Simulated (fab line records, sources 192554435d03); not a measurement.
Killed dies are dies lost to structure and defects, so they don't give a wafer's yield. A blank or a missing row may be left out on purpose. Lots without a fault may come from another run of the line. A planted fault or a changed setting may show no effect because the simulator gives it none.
One fault seen from 2 desks | flow n5_finfet | each desk has only its own numbers; what lay behind them comes last

THE TOOL OWNER'S DESK: pecvd-04
The tool's own readings at N5_BEOL_M5_DEP_56 (deposits SiCN from 3MS/NH3, target thk 8 nm, time 14 s): means of the sampled wafers that have a number, for each lot that ran on this tool. A lot is out of limits, marked OUT, if its mean lies more than 4 standard deviations from the usual mean; the brackets give that distance.
Columns: A = showerhead_plenum_p_Torr at N5_BEOL_M5_DEP_56, usual 3.667 Torr; B = showerhead_vpp_V at N5_BEOL_M5_DEP_56, usual 881 V; C = throttle_valve_pct at N5_BEOL_M5_DEP_56, usual 9.1 %
lot  | first seen here | A     | B   | C
L433 | day 9 04:59     | 3.655 | 895 | 8.6
L439 | day 10 22:22    | 3.660 | 900 | 8.7
L441 | day 11 17:25    | 3.664 | 912 | 8.4
L443 | day 11 18:53    | 3.669 | 863 | 8.6
This desk's finding: nothing out of limits on any of the 4 lots.

THE METROLOGY DESK
What the gauges read, lot by lot, whatever tool the lot ran on: means of the sampled wafers that have a number. A lot is out of limits, marked OUT, if its mean lies more than 4 standard deviations from the usual mean; the brackets give that distance.
Columns: A = M5_THK at N5_BEOL_M5_THK_MEAS_53, usual 61.4 nm; B = M5_RS at N5_BEOL_M5_RS_MEAS_57, usual 0.384 ohm/sq
lot  | first seen here | A    | B
L433 | day 9 04:47     | 60.8 | 0.391
L439 | day 10 22:10    | 59.6 | 0.395
L441 | day 11 17:14    | 60.4 | 0.393
L443 | day 11 18:41    | 60.2 | 0.391
L447 | day 12 15:56    | 60.6 | 0.392
L451 | day 13 12:47    | 60.3 | 0.390
L452 | day 14 04:07    | 61.7 | 0.382
This desk's finding: nothing out of limits on any of the 7 lots.

PUT TOGETHER
The tool owner's desk saw nothing out of limits.
The metrology desk saw nothing out of limits.

WHAT THE SIMULATOR HAD PUT IN
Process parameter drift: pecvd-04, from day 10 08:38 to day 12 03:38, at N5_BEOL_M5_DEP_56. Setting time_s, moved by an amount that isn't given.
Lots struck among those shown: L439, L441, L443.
